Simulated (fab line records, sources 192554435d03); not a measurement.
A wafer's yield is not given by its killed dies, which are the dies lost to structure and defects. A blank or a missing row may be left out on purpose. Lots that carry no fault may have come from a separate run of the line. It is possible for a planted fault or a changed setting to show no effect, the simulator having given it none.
A lot that was struck, set against a sound lot -- flow n5 finfet -- 26 out of 1938 route steps
Sound: the wafers L599.1, L599.3, L599.6. Struck: wafer L609.5; the same lot's L609.4 was not struck, so it is left out; see the end for the cause.
Per side, at each step with rows, come the tool, then ch with its chambers, and then its first start. Under that, the readings that differ: sound wafers -- struck wafers -- difference of the means -- sigmas: that difference in standard deviations of wafers without a fault.
alike: same words and numbers on both sides, and readings whose means sit less than 2 such deviations apart. not compared: any withheld reading, any reading some wafer has no value for, any bound like >300 that may hide the same value, and any number with overlapping values for which the record gives no deviation.
Wherever a step has rows on one side only, a row that says differs or no value, or a row with sigmas, the two part there. Numbers that have no deviation but don't overlap get no sigmas and don't part them. A reading missing from all wafers of one side parts the sides only when that side holds two or more wafers.

first, 10 steps without rows for these wafers: N5_FIN_SAQP_PRECLEAN_42 (cleans in O3/DIW, time 60 s); N5_FIN_SAQP_PRECLEAN_00 (cleans in SC1, time 60 s); N5_FIN_SAQP_PRECLEAN_44 (cleans in SC2, time 45 s); N5_FIN_SAQP_SRD_01 (time 30 s); N5_FIN_SAQP_ALD_61 (deposits SiO2, target thk 4 nm, pulse time 1 s, purge time 2 s); N5_FIN_SAQP_DENSIFY_62 (time 60 s); N5_FIN_SAQP_HM_DEP_03 (deposits SiNx from SiH4/NH3/N2, target thk 38 nm, time 33.6 s); N5_FIN_SAQP_PECVD_47 (deposits a-Si from SiH4/He, target thk 45 nm, time 36.3 s); N5_FIN_SAQP_PECVD_48 (deposits SiNx from SiH4/NH3/N2, target thk 25 nm, time 22.1 s); N5_FIN_SAQP_PECVD_06 (deposits a-Si from SiH4/He, target thk 60 nm, time 48.1 s).
N5_FIN_SAQP_HM_DEP_72: deposits SiO2 from SiH4/N2O, target thk 12 nm, time 7.2 s.
  sound on pecvd-02 ch 0,2, day 2 04:14; struck on pecvd-02 ch 1, day 4 14:44
reading,sound,struck,difference,sigmas
model.SiO2_of_FIN_SAQP_HM_DEP_72.thk nm (nm),12.05 12.15 12.22,10.73,-1.41,
  alike: chamber pressure Torr, heater power outer w, heater power w, showerhead plenum p Torr
then, 12 steps without rows for these wafers: N5_FIN_SAQP_COAT_49 (time 60 s, resist thk 100 nm); N5_FIN_SAQP_COAT_50 (time 60 s, resist thk 35 nm); N5_FIN_SAQP_COAT_10 (resist thk 90 nm); N5_FIN_SAQP_EBR_12; N5_FIN_SAQP_SOFTBAKE_11 (time 60 s); N5_FIN_SAQP_EXPOSE_13 (exposes mask FIN CORE, target cd 35.6 nm); N5_FIN_SAQP_PEB_14 (peb time 60 s); N5_FIN_SAQP_DEVELOP_15 (develop time 30 s); N5_FIN_SAQP_DESCUM_21 (chemistry O2, time 7.9 s); N5_FIN_SAQP_ETCH_51 (etches SiARC in CF4, target depth 45.5 nm, time 75.8 s); N5_FIN_SAQP_ETCH_52 (etches SOC in N2/H2, target depth 100 nm, overetch 20 nm, time 150 s); N5_FIN_SAQP_STRIP_53 (strips in N2/H2).
N5_FIN_SAQP_HM_OPEN_73: chemistry CHF3/O2, target SiO2, stops on a-Si, target depth 12 nm, time 16.8 s.
  sound on rie diel-04 ch 0,2,3, day 2 04:59; struck on rie diel-04 ch 1, day 4 15:27
reading,sound,struck,difference,sigmas
oes product au (a.u.),0.47 0.44 0.46,0.53,+0.07,+2
model.etch.depth nm (nm),12.05 12.15 12.22,10.73,-1.41,
  alike: drypump motor current A, rf vpp V, showerhead plenum p Torr, throttle valve pct
  not compared: rf hours counter h
then, 1 step without rows for these wafers: N5_FIN_SAQP_STRIP_74 (strips in CHF3/O2).
-- the record jumps here: 6 days lie between the struck wafers' starts before and after (it left off in module FIN_SAQP and takes up again in module BEOL_M4, whose first step shown is number 1111 of the route) --
N5_BEOL_M4_RC_MEAS_101:
  sound on prober-01 ch 0, day 7 23:04; struck on prober-01 ch 0, day 11 00:35
  alike: DIBL_N, DIBL_P, IOFF_N, IOFF_P, ION_N, ION_P, SS_N, SS_P, VT_N, VT_P

WHERE THEY PART
N5_FIN_SAQP_HM_OPEN_73 only, going by this record. Later steps at which nothing parts them and some readings are alike: N5_BEOL_M4_RC_MEAS_101.

WHY: the cause the simulator had injected
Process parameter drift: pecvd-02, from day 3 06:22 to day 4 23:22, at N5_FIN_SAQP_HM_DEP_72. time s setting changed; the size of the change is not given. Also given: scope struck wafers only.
